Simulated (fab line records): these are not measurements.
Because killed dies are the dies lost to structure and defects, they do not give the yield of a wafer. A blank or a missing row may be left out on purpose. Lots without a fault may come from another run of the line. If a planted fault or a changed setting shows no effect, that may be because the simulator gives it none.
The tool behind it: which one? + flow n5 finfet + 25 wafers from 9 lots sampled at 5 of the route's 1938 steps

== WHAT EACH GAUGE READ, for each wafer ==
N5_BEOL_M4_RC_MEAS_101. Usual: DIBL_N 36.0 mV/V, standard deviation 2.5; DIBL_P 36.2 mV/V, standard deviation 3; IOFF_N 0.16 nA/um, standard deviation 0.044; IOFF_P 0.21 nA/um, standard deviation 0.049; ION_N 671 uA/um, standard deviation 15; ION_P 461 uA/um, standard deviation 8.7; SS_N 71.5 mV/dec, standard deviation 0.72; SS_P 73.4 mV/dec, standard deviation 0.9; VT_N 251 mV, standard deviation 4.4; VT_P -250 mV, standard deviation 4.
| lot  | measured     | on        | DIBL_N (mV/V)  | DIBL_P (mV/V)  | IOFF_N (nA/um) | IOFF_P (nA/um) | ION_N (uA/um) | ION_P (uA/um) | SS_N (mV/dec)  | SS_P (mV/dec)  | VT_N (mV)   | VT_P (mV)      | flag |
|------|--------------|-----------|----------------|----------------|----------------|----------------|---------------|---------------|----------------|----------------|-------------|----------------|------|
| L647 | day 8 12:22  | prober-01 | 34.7 36.7 33.9 | 33.8 36.3 32.7 | 0.13 0.16 0.12 | 0.20 0.24 0.19 | 653 672 667   | 456 469 468   | 71.5 71.4 71.0 | 72.0 73.8 72.1 | 255 249 252 | -250 -243 -246 |      |
| L648 | day 8 21:15  | prober-02 | 34.6 33.6 33.5 | 36.4 35.3 35.5 | 0.13 0.13 0.13 | 0.19 0.17 0.18 | 652 660 652   | 449 452 447   | 71.9 71.7 72.0 | 73.2 73.2 73.0 | 254 253 254 | -252 -253 -255 |      |
| L650 | day 9 14:58  | prober-02 | 32.7 37.3 35.7 | 34.3 40.0 38.5 | 0.12 0.20 0.16 | 0.18 0.24 0.24 | 656 677 663   | 455 459 461   | 70.9 72.3 71.7 | 72.2 74.3 74.3 | 252 247 253 | -249 -249 -247 |      |
| L652 | day 9 23:16  | prober-02 | 41.4 38.8      | 41.8 39.1      | 0.26 0.19      | 0.29 0.24      | 697 673       | 466 457       | 72.5 73.0      | 75.0 74.2      | 245 247     | -246 -249      |      |
| L655 | day 10 07:00 | prober-01 | 36.0 37.1      | 35.3 37.1      | 0.13 0.15      | 0.16 0.20      | 658 654       | 450 455       | 71.4 72.1      | 73.9 74.2      | 255 251     | -258 -254      |      |
| L660 | day 11 18:24 | prober-01 | 36.0 36.6 35.9 | 36.7 38.2 35.8 | 0.15 0.17 0.15 | 0.22 0.24 0.19 | 671 686 658   | 461 471 450   | 71.7 71.6 72.3 | 73.2 74.0 73.3 | 252 250 254 | -247 -244 -253 |      |
| L665 | day 12 21:49 | prober-01 | 35.9 34.4 36.0 | 37.7 35.8 37.3 | 0.18 0.14 0.18 | 0.26 0.22 0.24 | 676 655 677   | 469 460 469   | 71.0 70.9 72.3 | 73.7 73.8 73.8 | 248 255 248 | -244 -248 -247 |      |
| L666 | day 12 22:44 | prober-01 | 33.0 32.5 35.2 | 31.1 31.6 35.9 | 0.10 0.10 0.14 | 0.15 0.15 0.21 | 653 643 668   | 454 447 456   | 71.0 70.5 71.3 | 71.9 72.3 73.8 | 258 259 250 | -255 -253 -251 |      |
| L669 | day 13 20:39 | prober-01 | 40.1 36.2 37.9 | 40.6 35.1 37.6 | 0.25 0.13 0.19 | 0.31 0.19 0.25 | 689 651 675   | 470 453 463   | 73.0 71.1 71.8 | 74.3 73.0 73.6 | 245 255 246 | -242 -252 -246 |      |

== WHAT TOOL EACH LOT RAN ON (gives the tool, then ch and the chambers of the sampled wafers, and finally the start) ==
| lot  | N5_SD_EPI_P_ETCH_36               | N5_SD_EPI_P_ETCH_37               | N5_SD_EPI_P_ETCH_47               | N5_ILD0_CMP_12               |
|------|-----------------------------------|-----------------------------------|-----------------------------------|------------------------------|
| L647 | rie diel-03 ch 0,1,3, day 3 04:25 | rie diel-03 ch 0,1,3, day 3 04:28 | rie diel-03 ch 0,1,3, day 3 04:53 | cmp-03 ch 0,1,2, day 3 15:37 |
| L648 | rie diel-06 ch 1,2, day 3 13:48   | rie diel-06 ch 1,2, day 3 13:52   | rie diel-06 ch 1,2, day 3 14:17   | cmp-04 ch 1,3, day 4 01:11   |
| L650 | rie diel-03 ch 0,2, day 3 23:22   | rie diel-03 ch 0,2, day 3 23:26   | rie diel-03 ch 0,2, day 3 23:52   | cmp-03 ch 0,2,3, day 4 10:44 |
| L652 | rie diel-04 ch 0,1, day 4 11:06   | rie diel-04 ch 0,1, day 4 11:10   | rie diel-04 ch 0,1, day 4 11:35   | cmp-03 ch 2,3, day 4 22:34   |
| L655 | rie diel-03 ch 0,2, day 5 05:11   | rie diel-03 ch 0,2, day 5 05:22   | rie diel-03 ch 0,2, day 5 05:41   | cmp-03 ch 0,3, day 5 16:29   |
| L660 | rie diel-03 ch 0,1, day 6 14:09   | rie diel-03 ch 0,1, day 6 14:12   | rie diel-03 ch 0,1, day 6 14:38   | cmp-04 ch 2,3, day 7 01:32   |
| L665 | rie diel-03 ch 0,1,3, day 7 19:44 | rie diel-03 ch 0,1,3, day 7 19:47 | rie diel-03 ch 0,1,3, day 7 20:13 | cmp-03 ch 0,1,2, day 8 08:17 |
| L666 | rie diel-04 ch 0,2,3, day 8 01:54 | rie diel-04 ch 0,2,3, day 8 01:57 | rie diel-04 ch 0,2,3, day 8 02:23 | cmp-02 ch 0,1,3, day 8 13:04 |
| L669 | rie diel-04 ch 2,3, day 8 19:01   | rie diel-04 ch 2,3, day 8 19:04   | rie diel-04 ch 2,3, day 8 19:29   | cmp-03 ch 0,3, day 9 05:27   |
- N5_SD_EPI_P_ETCH_36: etches SiARC in CF4, target depth 45.5 nm, time 75.8 s.
- N5_SD_EPI_P_ETCH_37: etches SOC in N2/H2, overetch 108 nm, time 486 s.
- N5_SD_EPI_P_ETCH_47: etches SiOCN in CH3F/O2, target depth 25 nm.
- N5_ILD0_CMP_12: polishes SiNx, stops on poly-Si, t overpolish 6 s, target thk 17.67 nm.

== WHAT THE TOOLS THEMSELVES READ (means of the sampled wafers that have a number; where no wafer has one, the mark that the record gives instead) ==
N5_SD_EPI_P_ETCH_36. Usual: bias w is 35.98 W with standard deviation 0.11, drypump motor current A is 5.6 A with standard deviation 0.45, etch rf on time s is 76.7 s with standard deviation 2.8, oes product au is 0.67 a.u. with standard deviation 0.084, rf vpp V is 184.0 V with standard deviation 1.2, showerhead plenum p Torr is 2.14 Torr with standard deviation 0.058, and throttle valve pct is 15.68 % with standard deviation 0.16.
| lot  | tool        | bias w (W) | drypump motor current A (A) | etch rf on time s (s) | oes product au (a.u.) | rf vpp V (V) | showerhead plenum p Torr (Torr) | throttle valve pct (%) | flag |
|------|-------------|------------|-----------------------------|-----------------------|-----------------------|--------------|---------------------------------|------------------------|------|
| L647 | rie diel-03 | 35.97      | 5.6                         | 76.1                  | 0.69                  | 184.2        | 2.12                            | 15.77                  |      |
| L648 | rie diel-06 | 35.92      | 5.8                         | 76.2                  | 0.64                  | 183.7        | 2.13                            | 15.75                  |      |
| L650 | rie diel-03 | 36.00      | 5.2                         | 77.7                  | 0.60                  | 183.2        | 2.13                            | 15.68                  |      |
| L652 | rie diel-04 | 36.05      | 5.6                         | 75.0                  | 0.63                  | 183.6        | 2.13                            | 15.69                  |      |
| L655 | rie diel-03 | 35.91      | 5.2                         | 78.2                  | 0.60                  | 183.2        | 2.13                            | 15.74                  |      |
| L660 | rie diel-03 | 36.04      | 5.3                         | 80.3                  | 0.73                  | 185.7        | 2.23                            | 15.61                  |      |
| L665 | rie diel-03 | 36.03      | 5.6                         | 76.6                  | 0.72                  | 183.9        | 2.20                            | 15.68                  |      |
| L666 | rie diel-04 | 36.01      | 5.6                         | 75.1                  | 0.66                  | 183.3        | 2.08                            | 15.78                  |      |
| L669 | rie diel-04 | 36.08      | 5.3                         | 76.5                  | 0.69                  | 182.5        | 2.07                            | 15.67                  |      |

N5_SD_EPI_P_ETCH_37. Usual: bias w 133.0 W, standard deviation 0.41; drypump motor current A 5.6 A, standard deviation 0.45; oes product au 0.71 a.u., standard deviation 0.085; rf vpp V 240.7 V, standard deviation 1.2; showerhead plenum p Torr 2.55 Torr, standard deviation 0.075; throttle valve pct 24.0 %, standard deviation 0.4.
| lot  | tool        | bias w (W) | drypump motor current A (A) | oes product au (a.u.) | rf vpp V (V) | showerhead plenum p Torr (Torr) | throttle valve pct (%) | flag |
|------|-------------|------------|-----------------------------|-----------------------|--------------|---------------------------------|------------------------|------|
| L647 | rie diel-03 | 133.3      | 5.6                         | 0.72                  | 240.8        | 2.52                            | 24.2                   |      |
| L648 | rie diel-06 | 133.4      | 5.8                         | 0.68                  | 240.7        | 2.54                            | 23.8                   |      |
| L650 | rie diel-03 | 133.2      | 5.2                         | 0.64                  | 239.9        | 2.54                            | 23.9                   |      |
| L652 | rie diel-04 | 132.5      | 5.6                         | 0.67                  | 241.1        | 2.54                            | 23.9                   |      |
| L655 | rie diel-03 | 132.9      | 5.2                         | 0.64                  | 241.3        | 2.54                            | 23.9                   |      |
| L660 | rie diel-03 | 133.2      | 5.3                         | 0.79                  | 241.4        | 2.65                            | 23.8                   |      |
| L665 | rie diel-03 | 133.1      | 5.6                         | 0.76                  | 241.1        | 2.62                            | 24.1                   |      |
| L666 | rie diel-04 | 133.0      | 5.6                         | 0.69                  | 239.0        | 2.48                            | 24.3                   |      |
| L669 | rie diel-04 | 133.2      | 5.3                         | 0.72                  | 239.5        | 2.46                            | 24.2                   |      |

N5_SD_EPI_P_ETCH_47. Usual: bias w 29.00 W, standard deviation 0.08; drypump motor current A 5.6 A, standard deviation 0.45; oes product au 0.79 a.u., standard deviation 0.1; rf vpp V 130 V, standard deviation 5.2; showerhead plenum p Torr 2.00 Torr, standard deviation 0.061; throttle valve pct 16.40 %, standard deviation 0.17.
| lot  | tool        | bias w (W) | drypump motor current A (A) | oes product au (a.u.) | rf vpp V (V) | showerhead plenum p Torr (Torr) | throttle valve pct (%) | flag |
|------|-------------|------------|-----------------------------|-----------------------|--------------|---------------------------------|------------------------|------|
| L647 | rie diel-03 | 28.96      | 5.6                         | 0.82                  | 133          | 1.99                            | 16.52                  |      |
| L648 | rie diel-06 | 28.97      | 5.8                         | 0.76                  | 133          | 1.98                            | 16.39                  |      |
| L650 | rie diel-03 | 29.03      | 5.2                         | 0.70                  | 131          | 1.99                            | 16.41                  |      |
| L652 | rie diel-04 | 29.09      | 5.6                         | 0.73                  | 124          | 1.99                            | 16.41                  |      |
| L655 | rie diel-03 | 28.91      | 5.2                         | 0.71                  | 132          | 1.99                            | 16.43                  |      |
| L660 | rie diel-03 | 28.98      | 5.3                         | 0.88                  | 137          | 2.09                            | 16.35                  |      |
| L665 | rie diel-03 | 29.04      | 5.6                         | 0.85                  | 133          | 2.06                            | 16.42                  |      |
| L666 | rie diel-04 | 28.98      | 5.6                         | 0.76                  | 123          | 1.94                            | 16.53                  |      |
| L669 | rie diel-04 | 29.09      | 5.4                         | 0.80                  | 123          | 1.93                            | 16.42                  |      |

N5_ILD0_CMP_12. Usual: motor current A 9.2 A, standard deviation 1; overpolish run s 6.000 s, standard deviation 0.0092; time to endpoint s 28 s, standard deviation 3.1.
| lot  | tool   | motor current A (A) | overpolish run s (s) | time to endpoint s (s) | flag |
|------|--------|---------------------|----------------------|------------------------|------|
| L647 | cmp-03 | 9.8                 | 5.990                | 30                     |      |
| L648 | cmp-04 | 7.5                 | 6.001                | 26                     |      |
| L650 | cmp-03 | 9.9                 | 6.009                | 26                     |      |
| L652 | cmp-03 | 9.1                 | 5.998                | 19                     |      |
| L655 | cmp-03 | 10.0                | 6.000                | 22                     |      |
| L660 | cmp-04 | 8.7                 | 5.997                | 21                     |      |
| L665 | cmp-03 | 9.7                 | 6.008                | 29                     |      |
| L666 | cmp-02 | 9.9                 | 6.008                | 32                     |      |
| L669 | cmp-03 | 10.4                | 5.997                | 28                     |      |

== THE ANSWER, worked out from the rows above alone ==
Rule: a lot counts as off when the mean over its wafers that have a number is more than 3 standard deviations away from the usual mean. Also off: a lot with no number at a reading for which 4 or more lots have one. The other lots that the step has rows for count as sound. The gauges are gone through in route order, then the tools' own readings, and for those a lot's mean is taken as printed above. The first step at which some lot is off is used, and at that step the reading that is off furthest; a lot without a number counts as furthest.
No lot is off on any of the readings shown, so nothing can be concluded from this.

== WHAT THE SIMULATOR HAD PUT IN ==
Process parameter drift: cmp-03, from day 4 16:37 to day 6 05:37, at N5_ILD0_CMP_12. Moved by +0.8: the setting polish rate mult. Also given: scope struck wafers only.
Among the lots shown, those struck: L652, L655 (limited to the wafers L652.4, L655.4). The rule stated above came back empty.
